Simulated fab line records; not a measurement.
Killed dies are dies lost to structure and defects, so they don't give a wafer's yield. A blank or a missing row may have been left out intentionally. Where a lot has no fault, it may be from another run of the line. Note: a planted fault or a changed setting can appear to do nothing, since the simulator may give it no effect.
Problem report in the 8D (eight disciplines) form, filled by code / flow n5-finfet / the parts of the form that need people (team, actions taken, sign-off) are left out

1. WHAT WENT WRONG
trench-depth-nm at N5_BEOL_M3_OCD_MEAS_38 reads a mean of 46.6 nm on 3 wafers of 3 lots; wafers without a fault read 55.5 nm with a standard deviation of 0.96. That puts it -9.3 standard deviations away from the usual mean.
First observed at day 11 18:30: wafer L921.3, on ocd-02. The record has a number at this step for 24 wafers belonging to 9 lots. Rule for "out", or "out of limits": more than 4 standard deviations from the usual mean. The rest of the wafers with a number are treated as sound.

2. WHAT IT IS, AND WHAT IT ISN'T
question=which readings at this step | is=trench-depth-nm | is not=-
question=which lots | is=L921, L922, L923 | is not=L907, L908, L910, L912, L918, L920
question=which wafers of those lots | is=L921.3, L922.3, L923.4 | is not=L921.2, L922.2, L923.2
question=read on which gauges | is=ocd-02 | is not=ocd-01
question=when | is=from day 11 18:30 | is not=up to then (19 sound wafers); but 2 sound wafers of L922, L923 came after

3. THE SUSPECTS, EACH WITH WHAT RULES IT OUT
Counting: a tool at a process step up to the reading stays a suspect if it ran every lot that is out. Sound lots after the first of them don't rule it out here, since some wafers of a struck lot are sound.
- the gauge at N5_BEOL_M3_OCD_MEAS_38: kept. All the wafers that are out were read on ocd-02, and no step on other tools shows them out.
- rie-diel-06 at N5_BEOL_M3_ETCH_70 (etches SOC in N2/H2, target depth 80 nm, overetch 16 nm, time 120 s): kept. It processed each lot that is out (first: L921, day 11 18:09); up to then, its last sound lot is L918 (day 11 03:17).
- rie-diel-06 at N5_BEOL_M3_VIA_ETCH_34 (etches the open film in C4F6/O2, target depth 69.4 nm, time 65.9 s): kept. It processed each lot that is out (first: L921, day 11 18:15); up to then, its last sound lot is L918 (day 11 03:23).
- rie-diel-06 at N5_BEOL_M3_TRENCH_ETCH_37 (etches SiOC in C4F6/O2, target depth 55.555 nm, time 29.2 s): kept. It processed each lot that is out (first: L921, day 11 18:21); up to then, its last sound lot is L918 (day 11 03:29).
- Within rie-diel-06 at N5_BEOL_M3_ETCH_70: the wafers that are out ran in chambers 1, 3; their sound lot-mates ran in chambers 0, 2.
- Within rie-diel-06 at N5_BEOL_M3_VIA_ETCH_34: the wafers that are out ran in chambers 1, 3; their sound lot-mates ran in chambers 0, 2.
- Within rie-diel-06 at N5_BEOL_M3_TRENCH_ETCH_37: the wafers that are out ran in chambers 1, 3; their sound lot-mates ran in chambers 0, 2.
Left after counting: rie-diel-06 at N5_BEOL_M3_ETCH_70, rie-diel-06 at N5_BEOL_M3_VIA_ETCH_34, rie-diel-06 at N5_BEOL_M3_TRENCH_ETCH_37, ocd-02 at N5_BEOL_M3_OCD_MEAS_38.

4. THE CAUSE (what the simulator had put in)
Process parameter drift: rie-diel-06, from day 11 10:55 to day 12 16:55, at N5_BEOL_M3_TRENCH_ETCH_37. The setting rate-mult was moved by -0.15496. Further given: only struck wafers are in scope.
This tool is one of the 4 suspects left after counting.

5. THE CHAIN OF EFFECTS, in route order
Each row: a reading where the mean over the struck wafers with a number is more than 3 standard deviations away from the usual. Only readings whose record carries a usual standard deviation are examined. hours: median over the lots of the time between each lot's start at the first step of this table that gives one and its start at this step. sigmas: the change, counted in usual standard deviations.
hours=0; step=N5_BEOL_M3_OCD_MEAS_38; reading=trench-depth-nm; usual=55.5 nm; on struck wafers=46.6; change=-8.9; sigmas=-9.3
At these later measuring or inspecting steps, every struck wafer for which the step has a row has a number for every such reading, and none has moved that far: N5_BEOL_M4_RC_MEAS_101.

6. HOW IT WOULD HAVE BEEN CAUGHT EARLIER
8 hours passed between the start of the fault at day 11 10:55 and the first reading out of limits at a measuring or inspecting step in this record, taken at day 11 18:30.
No tool reading at N5_BEOL_M3_TRENCH_ETCH_37 that has a usual standard deviation in the record was out on any struck wafer, so an alarm limit of 4 standard deviations on those readings would not have fired.
L922, L923, from the lots that are out (3), started N5_BEOL_M3_TRENCH_ETCH_37 on rie-diel-06 later than day 11 18:30. A hold on the tool at that time would have spared those 2.
